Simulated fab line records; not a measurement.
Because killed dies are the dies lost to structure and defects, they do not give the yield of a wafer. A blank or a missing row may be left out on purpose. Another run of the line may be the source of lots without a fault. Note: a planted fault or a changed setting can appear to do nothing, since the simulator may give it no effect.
Split-lot trial -- flow n5-finfet -- 7 lots, 21 wafers read, on a route of 1938 steps

## SPLIT DETAILS
At N5_HKMG_FIN_ETCH_54 (etches SiARC in CF4, target depth 45.5 nm, time 75.8 s), the setting bias-w was moved away from the recipe's 36 W on 5 of the 21 wafers read, by -5.8% to +14.4%. For the rest of the wafers, this setting stayed at what the recipe calls for.

The reading comes from the split's own step.

## THE READING
rf-vpp-V, in V, at N5_HKMG_FIN_ETCH_54 (etches SiARC in CF4, target depth 45.5 nm, time 75.8 s). On this fab line, fault-free wafers typically give 184.2 V with a standard deviation of 1.2 V.

wafer,"tool, chamber at the split","bias-w as run, W",against the recipe,"rf-vpp-V, V",against lot-mates on the recipe
L075.2,"rie-diel-06, 3",36,recipe,185.6,-
L075.4,"rie-diel-06, 2",36,recipe,183.9,-
L075.5,"rie-diel-06, 3",36,recipe,186.0,-
L081.4,"rie-diel-05, 1",38.78,+7.7%,194.0,+10.9
L081.5,"rie-diel-05, 3",36,recipe,184.1,-
L081.6,"rie-diel-05, 2",36,recipe,182.1,-
L082.2,"rie-diel-06, 2",36,recipe,182.9,-
L082.3,"rie-diel-06, 3",41.17,+14.4%,201.5,+18.6
L082.6,"rie-diel-06, 1",41.17,+14.4%,198.8,+15.9
L085.1,"rie-diel-06, 1",36,recipe,182.1,-
L085.2,"rie-diel-06, 0",36,recipe,184.7,-
L085.5,"rie-diel-06, 0",36,recipe,184.4,-
L088.2,"rie-diel-06, 3",36,recipe,187.2,-
L088.5,"rie-diel-06, 0",36,recipe,185.1,-
L088.6,"rie-diel-06, 1",36,recipe,183.1,-
L093.2,"rie-diel-02, 3",36,recipe,182.7,-
L093.4,"rie-diel-02, 0",36,recipe,184.4,-
L093.6,"rie-diel-02, 2",36,recipe,184.3,-
L095.1,"rie-diel-02, 0",33.92,-5.8%,177.5,-7.3
L095.3,"rie-diel-02, 3",33.92,-5.8%,176.3,-8.5
L095.4,"rie-diel-02, 2",36,recipe,184.8,-

FIT RESULTS
A straight line over all 21 wafers: rf-vpp-V changes by +1.15 V for each +1% of bias-w; r = +0.97; the points scatter about the line by 1.4 V.
The same after taking each lot's own level away (the mean of its wafers on the recipe; 21 wafers): +1.25 V for each +1%; r = +0.98; scatter 1.2 V.
On that fit, the largest move of bias-w shifts the reading by 18 V.
From 182.90 to 185.17 V: that is the span of the lots' own levels, equal to 1.9 times the standard deviation above.
The two slopes agree, so the slope changes little with the lot-to-lot level.
Check: with one of the wafers moved furthest among these (+14.4%) left out of the fit, the line predicts +17.4 V for it against its lot-mates. It came out at +18.6 V against them.
Tool readings at the split's step, against how far the setting was moved: rf-vpp-V r = +0.97.

## OTHER SPLITS ON THESE WAFERS
Other splits were also applied to these wafers ahead of the reading. Each is held against what the fit with the lots' levels taken away leaves over:
other split on the same wafers,wafers away from the commonest value,r with rf-vpp-V (lot level and that fit taken away)
N5_HKMG_FIN_EXPOSE_46 dose-mj,8,-0.18

## FILE'S OWN FIT
rf-vpp-V changes by +1.26 V for each +1% of bias-w, r = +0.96.
